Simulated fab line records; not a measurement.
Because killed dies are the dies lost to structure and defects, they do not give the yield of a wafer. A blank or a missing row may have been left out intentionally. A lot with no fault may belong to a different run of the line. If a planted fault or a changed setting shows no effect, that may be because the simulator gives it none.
Comparing a struck lot with a sound one	flow n5Finfet	16 steps out of a route of 1938
Sound: wafers L671.1, L671.5, L671.6. Struck: wafer L677.6. Last of all comes the cause.
At each step with rows: each side's tool, then ch and its chambers, then its first start. Under that, the readings that differ: sound wafers	struck wafers	difference of the means	sigmas: that difference in standard deviations of wafers without a fault.
alike: words and numbers the same on both sides, and readings whose means are apart by under 2 such deviations; not compared: readings that were withheld, readings missing a value for some wafer, numbers with overlapping values and no deviation given by the record, and bounds like >300 which may hide the same value.
The two part at a step that has a row with sigmas, a row that says differs or no value, or rows on one side only. Numbers that have no deviation but don't overlap get no sigmas and don't part them. A reading that every wafer of one side lacks parts them only if that side has two wafers or more.

first, 1 step without rows for these wafers: N5_FIN_SAQP_MANDREL1_REMOVE_56 (chemistry HBr/Cl2/O2, target a-Si, stops on SiNx, bt time 10 s).
N5_FIN_SAQP_CD_MEAS_27 targets a cd of 20 nm.
  sound on cdSem-03 ch 0, day 4 18:22; struck on cdSem-02 ch 0, day 6 07:40
  alike: cdNm
then, 1 step without rows for these wafers: N5_FIN_SAQP_ETCH_57 (etches SiNx in CH3F/O2, target depth 32.5 nm, time 46.4 s).
N5_FIN_SAQP_ETCH_65: etches SiO2 in CF4, target depth 4 nm, time 4.4 s.
  sound on rieSi-05 ch 1,2, day 4 18:31; struck on rieSi-05 ch 3, day 6 07:52
  alike: biasW, drypumpMotorCurrentA, oesProductAu, throttleValvePct
  not compared: rfHoursCounterH
N5_FIN_SAQP_MANDREL_ETCH_58: etches a-Si in HBr/Cl2, stops on SiNx, target depth 45 nm, bt time 10 s, time 27 s.
  sound on rieSi-05 ch 1,2, day 4 18:33; struck on rieSi-05 ch 3, day 6 07:55
  alike: biasW, drypumpMotorCurrentA, oesProductAu, throttleValvePct
  not compared: rfHoursCounterH
then, 3 steps without rows for these wafers: N5_FIN_SAQP_RECESS_63 (chemistry HF/NH3, target SiO2, target depth 18 nm, afs cycles 3, sublimation time 60 s); N5_FIN_SAQP_COAT_68 (time 60 s, resist thk 100 nm); N5_FIN_SAQP_ETCH_69 (etches SOC in N2/H2, stops on SiNx, target depth 150 nm).
N5_FIN_SAQP_ETCH_67: etches SiNx in CH3F/O2, target depth 30 nm.
  sound on rieDiel-01 ch 2,3, day 4 19:16; struck on rieDiel-04 ch 1, day 6 08:30
  alike: biasW, drypumpMotorCurrentA, oes_ar_750_au, oes_o_777_au, oesProductAu, rfVppV, showerheadPlenumPTorr, throttleValvePct
  not compared: rfHoursCounterH
then, 2 steps without rows for these wafers: N5_FIN_SAQP_STRIP_70 (strips in N2/H2); N5_FIN_SAQP_RECESS_71 (chemistry HF/NH3, target SiO2, target depth 3 nm, afs cycles 1, sublimation time 60 s).
N5_FIN_SAQP_SPACER2_ALD_28: deposits SiO2, target thk 8.1 nm, pulse time 1 s, purge time 2 s.
  sound on aldSin-03 ch 0,2,3, day 4 19:31; struck on aldSin-02 ch 3, day 6 08:53
  alike: heaterPowerW, precursorPulseHeightRel
N5_FIN_SAQP_SPACER2_ETCHBACK_29: etches SiO2 in CHF3/O2, target depth 12.2 nm, time 6.1 s.
  sound on rieDiel-02 ch 0,1,3, day 4 19:50; struck on rieDiel-01 ch 0, day 6 09:05
reading	sound	struck	difference	sigmas
oesProductAu (a.u.)	0.80 0.79 0.73	1.13	+0.36	+5
  alike: biasW, drypumpMotorCurrentA, oes_ar_750_au, oes_o_777_au, rfVppV, showerheadPlenumPTorr, throttleValvePct
  not compared: rfHoursCounterH
N5_FIN_SAQP_MANDREL2_REMOVE_60: chemistry HBr/Cl2/O2, target a-Si, stops on SiNx, bt time 10 s.
  sound on rieSi-05 ch 0,1,2, day 4 19:56; struck on rieSi-04 ch 1, day 6 09:11
  alike: biasW, drypumpMotorCurrentA, oes_o_777_au, oesProductAu, throttleValvePct
  not compared: rfHoursCounterH
-- a jump in the record: the struck wafers' starts before and after are 6 days apart (it breaks off in module FIN_SAQP and resumes in module BEOL_M4, where the first step shown is number 1111 of the route) --
N5_BEOL_M4_RC_MEAS_101:
  sound on prober-01 ch 0, day 11 02:36; struck on prober-02 ch 0, day 12 16:29
reading	sound	struck	difference	sigmas
DIBL_N (mV/V)	38.7 40.5 41.2	36.1	-4.0	-2
  alike: DIBL_P, IOFF_N, IOFF_P, ION_N, ION_P, SS_N, SS_P, VT_N, VT_P
-- a jump in the record: the struck wafers' starts before and after are 5 days apart (it breaks off in module BEOL_M4 and resumes in module PASSIVATION, where the first step shown is number 1936 of the route) --
N5_PASSIVATION_PROBE_49:
  record: rows for the struck wafers here (prober-02, day 17 20:42), none for the sound ones

## WHERE THEY PART
Earliest at N5_FIN_SAQP_SPACER2_ETCHBACK_29; latest, in this record, at N5_PASSIVATION_PROBE_49.

WHY: what the simulator had put in
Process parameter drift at N5_FIN_SAQP_SPACER2_ETCHBACK_29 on rieDiel-01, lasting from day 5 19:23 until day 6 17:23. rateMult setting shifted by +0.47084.
